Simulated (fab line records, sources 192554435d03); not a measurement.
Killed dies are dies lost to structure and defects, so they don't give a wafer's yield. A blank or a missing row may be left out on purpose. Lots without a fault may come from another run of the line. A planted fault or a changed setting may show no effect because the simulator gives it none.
Which tool did it? | flow n5_finfet | 14 lots, 38 wafers sampled, at 5 steps of a route of 1938

WHAT THE GAUGES READ, wafer by wafer
N5_BEOL_M4_RC_MEAS_101. Usual: DIBL_N 36.0 mV/V, standard deviation 1.6; DIBL_P 36.1 mV/V, standard deviation 2; IOFF_N 0.160 nA/um, standard deviation 0.029; IOFF_P 0.21 nA/um, standard deviation 0.039; ION_N 675 uA/um, standard deviation 13; ION_P 464 uA/um, standard deviation 8.8; SS_N 71.5 mV/dec, standard deviation 0.58; SS_P 73.3 mV/dec, standard deviation 0.65; VT_N 250 mV, standard deviation 3.3; VT_P -249 mV, standard deviation 3.6.
lot  | measured     | on        | DIBL_N (mV/V)  | DIBL_P (mV/V)  | IOFF_N (nA/um)    | IOFF_P (nA/um) | ION_N (uA/um) | ION_P (uA/um) | SS_N (mV/dec)  | SS_P (mV/dec)  | VT_N (mV)   | VT_P (mV)      | flag
L180 | day 7 20:04  | prober-02 | 37.4 35.6 36.4 | 36.9 34.9 33.6 | 0.164 0.128 0.141 | 0.21 0.19 0.17 | 676 659 662   | 456 454 449   | 72.0 71.5 71.6 | 73.4 73.0 72.7 | 247 251 254 | -252 -253 -255 |
L181 | day 8 01:37  | prober-01 | 37.5 36.0      | 36.4 34.5      | 0.174 0.149       | 0.24 0.21      | 666 667       | 460 460       | 71.8 71.1      | 74.0 72.7      | 251 251     | -248 -250      |
L182 | day 8 07:10  | prober-01 | 34.1 36.9 33.7 | 34.5 37.5 33.5 | 0.128 0.173 0.118 | 0.17 0.22 0.15 | 666 693 665   | 456 473 452   | 72.0 71.0 71.2 | 72.5 73.4 72.2 | 252 248 255 | -252 -248 -255 |
L183 | day 8 18:49  | prober-02 | 34.2 36.3 33.9 | 34.1 36.7 33.6 | 0.121 0.150 0.110 | 0.15 0.18 0.14 | 653 673 649   | 451 456 448   | 71.7 72.6 71.4 | 72.7 74.0 72.3 | 254 252 255 | -259 -255 -259 |
L184 | day 8 23:21  | prober-02 | 33.7 32.2 35.7 | 35.3 33.5 37.8 | 0.146 0.118 0.175 | 0.19 0.17 0.23 | 678 675 678   | 463 466 463   | 71.2 70.8 70.7 | 73.1 72.7 73.7 | 250 253 247 | -252 -250 -249 |
L186 | day 9 12:30  | prober-01 | 36.7 35.7 34.9 | 38.2 37.7 35.4 | 0.177 0.172 0.150 | 0.22 0.22 0.18 | 677 671 657   | 454 461 447   | 70.9 71.7 71.5 | 74.5 73.8 73.5 | 250 249 252 | -250 -252 -254 |
L185 | day 9 12:39  | prober-02 | 38.0 36.7 37.5 | 36.8 35.3 37.1 | 0.166 0.154 0.152 | 0.23 0.22 0.23 | 681 677 670   | 471 465 465   | 71.6 70.8 72.2 | 73.6 73.0 73.3 | 250 250 252 | -248 -249 -247 |
L187 | day 9 17:04  | prober-02 | 38.5 37.1 36.1 | 37.3 36.6 35.6 | 0.190 0.154 0.140 | 0.25 0.24 0.23 | 671 660 665   | 466 461 467   | 72.3 72.0 71.3 | 74.0 73.3 73.6 | 248 250 250 | -244 -245 -242 |
L189 | day 10 04:10 | prober-02 | 35.8 37.9 38.2 | 35.5 37.8 37.7 | 0.150 0.186 0.192 | 0.20 0.24 0.24 | 677 688 688   | 467 472 466   | 71.9 72.2 71.8 | 73.4 73.6 73.8 | 249 245 245 | -253 -248 -248 |
L188 | day 10 03:58 | prober-01 | 37.1 34.3 34.3 | 36.8 35.2 34.8 | 0.180 0.130 0.132 | 0.20 0.18 0.18 | 669 658 672   | 454 452 462   | 71.5 71.1 71.1 | 73.3 72.9 73.6 | 251 256 251 | -251 -250 -252 |
L190 | day 10 18:43 | prober-02 | 36.3 37.7      | 36.7 38.8      | 0.166 0.180       | 0.23 0.26      | 679 672       | 463 458       | 72.5 72.1      | 72.7 73.5      | 248 248     | -246 -247      |
L199 | day 13 09:56 | prober-01 | 34.8 36.2      | 34.0 35.5      | 0.146 0.154       | 0.17 0.20      | 687 681       | 463 469       | 70.9 71.5      | 72.3 73.7      | 247 248     | -252 -250      |
L201 | day 13 06:37 | prober-02 | 31.8 32.8      | 33.0 34.9      | 0.115 0.123       | 0.18 0.21      | 667 663       | 461 468       | 70.8 71.1      | 72.4 73.2      | 256 254     | -250 -246      |
L202 | day 13 15:26 | prober-02 | 34.6 35.0 37.1 | 33.6 35.3 37.7 | 0.128 0.139 0.180 | 0.19 0.21 0.25 | 664 657 682   | 462 458 465   | 70.7 71.5 71.9 | 72.0 72.9 74.1 | 253 253 247 | -247 -251 -247 |

WHICH TOOL RAN EACH LOT (tool, then ch and the chambers of the sampled wafers, then the start)
lot  | N5_BEOL_M0_ETCH_128                | N5_BEOL_M0_PRE_CLEAN_113     | N5_BEOL_M0_CVD_115              | N5_BEOL_M0_ANNEAL_135
L180 | rie_diel-06 ch 0,1,3, day 5 19:05  | pvd_sputter-02, day 5 20:04  | cvd_co-01 ch 0,2, day 5 20:24   | pvd_sputter-02, day 5 20:50
L181 | rie_diel-04 ch 0,1, day 5 23:32    | pvd_sputter-01, day 6 00:34  | cvd_co-02 ch 0,2, day 6 00:58   | pvd_sputter-03, day 6 01:23
L182 | rie_diel-03 ch 0,1, day 6 12:19    | pvd_sputter-02, day 6 13:14  | cvd_co-01 ch 0,1, day 6 13:56   | pvd_sputter-03, day 6 14:29
L183 | rie_diel-03 ch 0,2,3, day 6 15:38  | pvd_sputter-01, day 6 16:32  | cvd_co-01 ch 0,1,2, day 6 17:02 | pvd_sputter-02, day 6 17:43
L184 | rie_diel-04 ch 0,3, day 6 21:32    | pvd_sputter-01, day 6 23:41  | cvd_co-02 ch 0,2, day 7 00:04   | pvd_sputter-02, day 7 00:33
L186 | rie_diel-06 ch 0,1,2, day 7 14:49  | pvd_sputter-03, day 7 15:46  | cvd_co-01 ch 0,2, day 7 16:06   | pvd_sputter-03, day 7 16:34
L185 | rie_diel-04 ch 0,1,3, day 7 15:14  | pvd_sputter-02, day 7 16:12  | cvd_co-01 ch 0,2, day 7 16:33   | pvd_sputter-03, day 7 17:01
L187 | rie_diel-03 ch 0,1,3, day 7 18:22  | pvd_sputter-01, day 7 19:40  | cvd_co-02 ch 0,1,2, day 7 20:25 | pvd_sputter-01, day 7 21:02
L189 | rie_diel-06 ch 1,2,3, day 8 00:59  | pvd_sputter-01, day 8 01:44  | cvd_co-02 ch 0,1, day 8 02:12   | pvd_sputter-02, day 8 02:43
L188 | rie_diel-03 ch 1,2, day 8 01:06    | pvd_sputter-02, day 8 01:46  | cvd_co-02 ch 1,2, day 8 02:20   | pvd_sputter-02, day 8 03:12
L190 | rie_diel-06 ch 1,3, day 8 11:01    | pvd_sputter-01, day 8 11:31  | cvd_co-02 ch 2, day 8 13:27     | pvd_sputter-03, day 8 13:53
L199 | rie_diel-06 ch 1,3, day 11 00:38   | pvd_sputter-02, day 11 01:19 | cvd_co-01 ch 0,2, day 11 03:11  | pvd_sputter-01, day 11 05:05
L201 | rie_diel-03 ch 0,3, day 11 05:25   | pvd_sputter-03, day 11 06:11 | cvd_co-01 ch 1,2, day 11 06:38  | pvd_sputter-01, day 11 07:09
L202 | rie_diel-03 ch 0,2,3, day 11 12:21 | pvd_sputter-01, day 11 14:39 | cvd_co-02 ch 1,2, day 11 15:23  | pvd_sputter-01, day 11 15:49
- N5_BEOL_M0_ETCH_128: etches SiCN in CF4/N2, target depth 12 nm, overetch 5.1 nm, time 21.4 s.
- N5_BEOL_M0_PRE_CLEAN_113: time 30 s.
- N5_BEOL_M0_CVD_115: deposits Co from CCTBA/H2, time 120 s.
- N5_BEOL_M0_ANNEAL_135: time 60 s.

WHAT THE TOOLS THEMSELVES READ (means of the sampled wafers that have a number; where no wafer has one, the mark that the record gives instead)
N5_BEOL_M0_ETCH_128. Usual: drypump_motor_current_A 5.7 A, standard deviation 0.63; oes_product_au 0.57 a.u., standard deviation 0.056; rf_vpp_V 381.4 V, standard deviation 1.7; showerhead_plenum_p_Torr 2.17 Torr, standard deviation 0.066; throttle_valve_pct 15.42 %, standard deviation 0.23.
lot  | tool        | drypump_motor_current_A (A) | oes_product_au (a.u.) | rf_vpp_V (V) | showerhead_plenum_p_Torr (Torr) | throttle_valve_pct (%) | flag
L180 | rie_diel-06 | 5.6                         | 0.56                  | 381.3        | 2.16                            | 15.51                  |
L181 | rie_diel-04 | 5.8                         | 0.57                  | 381.5        | 2.15                            | 15.29                  |
L182 | rie_diel-03 | 5.5                         | 0.57                  | 382.3        | 2.21                            | 15.55                  |
L183 | rie_diel-03 | 5.4                         | 0.64                  | 383.3        | 2.26                            | 15.18                  |
L184 | rie_diel-04 | 5.6                         | 0.57                  | 381.0        | 2.15                            | 15.51                  |
L186 | rie_diel-06 | 5.1                         | 0.55                  | 380.9        | 2.14                            | 15.51                  |
L185 | rie_diel-04 | 5.8                         | 0.55                  | 380.0        | 2.15                            | 15.39                  |
L187 | rie_diel-03 | 6.0                         | 0.57                  | 382.9        | 2.23                            | 15.44                  |
L189 | rie_diel-06 | 5.7                         | 0.58                  | 381.0        | 2.13                            | 15.47                  |
L188 | rie_diel-03 | 5.4                         | 0.57                  | 380.7        | 2.14                            | 15.24                  |
L190 | rie_diel-06 | 5.8                         | 0.60                  | 381.1        | 2.15                            | 15.38                  |
L199 | rie_diel-06 | 5.8                         | 0.58                  | 381.4        | 2.14                            | 15.41                  |
L201 | rie_diel-03 | 5.8                         | 0.58                  | 383.4        | 2.29                            | 15.36                  |
L202 | rie_diel-03 | 5.4                         | 0.59                  | 383.5        | 2.24                            | 15.27                  |

N5_BEOL_M0_PRE_CLEAN_113. Usual: heater_power_w 330 W, standard deviation 40.
lot  | tool           | heater_power_w (W) | flag
L180 | pvd_sputter-02 | 342                |
L181 | pvd_sputter-01 | 349                |
L182 | pvd_sputter-02 | 323                |
L183 | pvd_sputter-01 | 333                |
L184 | pvd_sputter-01 | 298                |
L186 | pvd_sputter-03 | 320                |
L185 | pvd_sputter-02 | 342                |
L187 | pvd_sputter-01 | 314                |
L189 | pvd_sputter-01 | 321                |
L188 | pvd_sputter-02 | 368                |
L190 | pvd_sputter-01 | 356                |
L199 | pvd_sputter-02 | 304                |
L201 | pvd_sputter-03 | 332                |
L202 | pvd_sputter-01 | 309                |

N5_BEOL_M0_CVD_115. Usual: run_length_s 143.0 s, standard deviation 0.43.
lot  | tool      | run_length_s (s) | flag
L180 | cvd_co-01 | 143.0            |
L181 | cvd_co-02 | 143.3            |
L182 | cvd_co-01 | 142.6            |
L183 | cvd_co-01 | 142.9            |
L184 | cvd_co-02 | 143.2            |
L186 | cvd_co-01 | 143.0            |
L185 | cvd_co-01 | 142.9            |
L187 | cvd_co-02 | 142.9            |
L189 | cvd_co-02 | 143.2            |
L188 | cvd_co-02 | 142.8            |
L190 | cvd_co-02 | 142.8            |
L199 | cvd_co-01 | 107.8            | OFF
L201 | cvd_co-01 | 72.5             | OFF
L202 | cvd_co-02 | 142.8            |

N5_BEOL_M0_ANNEAL_135. Usual: heater_power_w 829 W, standard deviation 100.
lot  | tool           | heater_power_w (W) | flag
L180 | pvd_sputter-02 | 756                |
L181 | pvd_sputter-03 | 961                |
L182 | pvd_sputter-03 | 908                |
L183 | pvd_sputter-02 | 760                |
L184 | pvd_sputter-02 | 856                |
L186 | pvd_sputter-03 | 774                |
L185 | pvd_sputter-03 | 767                |
L187 | pvd_sputter-01 | 764                |
L189 | pvd_sputter-02 | 867                |
L188 | pvd_sputter-02 | 861                |
L190 | pvd_sputter-03 | 940                |
L199 | pvd_sputter-01 | 898                |
L201 | pvd_sputter-01 | 880                |
L202 | pvd_sputter-01 | 866                |

THE ANSWER, worked out from the rows above alone
Rule: a lot is off if the mean of its wafers that have a number lies more than 3 standard deviations from the usual mean. A lot without any number at a reading at which 4 lots or more have one is off too. The other lots that the step has rows for count as sound. The gauges are gone through in route order, then the tools' own readings, and for those a lot's mean is taken as printed above. The first step at which some lot is off is used, and at that step the reading that is off furthest; a lot without a number counts as furthest.
Off: L199, L201, at N5_BEOL_M0_CVD_115 (run_length_s).
A tool fits if, at that step or a process step before it, it ran every lot that is off, and no sound lot after the first of them. One fits: cvd_co-01 at N5_BEOL_M0_CVD_115. Its last sound lot is L185 (day 7 16:33), its first lot that is off L199 (day 11 03:11): a fault that began between those two fits.
The tool's own readings at N5_BEOL_M0_CVD_115 bear it out: on the lots that are off they differ by more than 5 times the standard deviation of the sound lots' means. run_length_s reads 90.2 s there against 142.9 s on the sound lots.

WHAT THE SIMULATOR HAD PUT IN
Process parameter drift: cvd_co-01, from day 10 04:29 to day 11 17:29, at N5_BEOL_M0_CVD_115. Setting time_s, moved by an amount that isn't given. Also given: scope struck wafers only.
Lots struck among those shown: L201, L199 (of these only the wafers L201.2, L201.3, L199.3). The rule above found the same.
